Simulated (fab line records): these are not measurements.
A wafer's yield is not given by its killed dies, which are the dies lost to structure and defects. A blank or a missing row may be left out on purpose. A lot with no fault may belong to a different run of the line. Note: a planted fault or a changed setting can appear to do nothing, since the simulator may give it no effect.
Matching of chambers || flow nandHarc || pecvd-04 running NHARC_P_M2_DEP_33: 3 sister chambers
The step deposits SiCN, target thk 30 nm. 16 wafers are shown with their chamber, then 8 later ones without.

WAFERS PAIRED WITH THEIR CHAMBERS
{"wafer": "L078.2", "chamber": 1, "heaterPowerW (W)": 519, "rfFwdPowerW (W)": 449.6}
{"wafer": "L078.4", "chamber": 1, "heaterPowerW (W)": 563, "rfFwdPowerW (W)": 450.7}
{"wafer": "L078.6", "chamber": 0, "heaterPowerW (W)": 452, "rfFwdPowerW (W)": 448.4}
{"wafer": "L076.1", "chamber": 1, "heaterPowerW (W)": 497, "rfFwdPowerW (W)": 449.8}
{"wafer": "L076.4", "chamber": 2, "heaterPowerW (W)": 537, "rfFwdPowerW (W)": 447.7}
{"wafer": "L076.6", "chamber": 0, "heaterPowerW (W)": 505, "rfFwdPowerW (W)": 448.5}
{"wafer": "L079.3", "chamber": 1, "heaterPowerW (W)": 598, "rfFwdPowerW (W)": 449.4}
{"wafer": "L079.4", "chamber": 1, "heaterPowerW (W)": 579, "rfFwdPowerW (W)": 450.1}
{"wafer": "L079.5", "chamber": 2, "heaterPowerW (W)": 569, "rfFwdPowerW (W)": 447.8}
{"wafer": "L083.3", "chamber": 2, "heaterPowerW (W)": 527, "rfFwdPowerW (W)": 448.7}
{"wafer": "L083.4", "chamber": 0, "heaterPowerW (W)": 490, "rfFwdPowerW (W)": 447.4}
{"wafer": "L083.5", "chamber": 1, "heaterPowerW (W)": 514, "rfFwdPowerW (W)": 449.2}
{"wafer": "L084.1", "chamber": 1, "heaterPowerW (W)": 629, "rfFwdPowerW (W)": 447.4}
{"wafer": "L084.4", "chamber": 0, "heaterPowerW (W)": 494, "rfFwdPowerW (W)": 447.9}
{"wafer": "L084.5", "chamber": 2, "heaterPowerW (W)": 518, "rfFwdPowerW (W)": 449.5}
{"wafer": "L088.2", "chamber": 1, "heaterPowerW (W)": 576, "rfFwdPowerW (W)": 448.4}

SIGNATURES, as means of the wafers listed above
{"reading": "heaterPowerW", "chamber 0": 485.25, "chamber 1": 559.38, "chamber 2": 537.75, "scatter within a chamber": 36.9}
{"reading": "rfFwdPowerW", "chamber 0": 448.050, "chamber 1": 449.325, "chamber 2": 448.425, "scatter within a chamber": 0.89}
Rule: distance of a wafer from a chamber = root of the sum over the readings of ((wafer's reading minus chamber's mean) / reading's scatter) squared. The wafer belongs to the nearest chamber; if the next one is less than 2 further off, it can't be placed. The scatter: the root of (the sum of the squares of (reading less its chamber's mean) over the shown wafers, divided by (wafers less chambers)).

WAFERS WITH NO CHAMBER GIVEN
{"wafer": "L088.4", "heaterPowerW (W)": 518, "rfFwdPowerW (W)": 447.3}
{"wafer": "L088.5", "heaterPowerW (W)": 576, "rfFwdPowerW (W)": 449.4}
{"wafer": "L090.1", "heaterPowerW (W)": 546, "rfFwdPowerW (W)": 451.0}
{"wafer": "L090.2", "heaterPowerW (W)": 575, "rfFwdPowerW (W)": 449.9}
{"wafer": "L090.5", "heaterPowerW (W)": 543, "rfFwdPowerW (W)": 451.9}
{"wafer": "L093.3", "heaterPowerW (W)": 547, "rfFwdPowerW (W)": 447.8}
{"wafer": "L093.5", "heaterPowerW (W)": 546, "rfFwdPowerW (W)": 450.0}
{"wafer": "L093.6", "heaterPowerW (W)": 576, "rfFwdPowerW (W)": 450.2}

WHICH CHAMBER EACH ONE RAN IN
{"wafer": "L088.4", "from the rows above": "can't be placed: 0 or 2 or 1", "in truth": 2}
{"wafer": "L088.5", "from the rows above": "can't be placed: 1 or 2", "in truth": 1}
{"wafer": "L090.1", "from the rows above": "can't be placed: 1 or 2 or 0", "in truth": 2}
{"wafer": "L090.2", "from the rows above": "can't be placed: 1 or 2", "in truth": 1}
{"wafer": "L090.5", "from the rows above": "can't be placed: 1 or 2 or 0", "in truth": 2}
{"wafer": "L093.3", "from the rows above": "can't be placed: 2 or 0 or 1", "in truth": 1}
{"wafer": "L093.5", "from the rows above": "can't be placed: 1 or 2 or 0", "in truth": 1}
{"wafer": "L093.6", "from the rows above": "can't be placed: 1 or 2", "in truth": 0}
Correct placement for 0 of the 8. Unplaceable from these rows: 8, with the true chamber sitting among the candidates in 7. Number placed wrongly: 0.
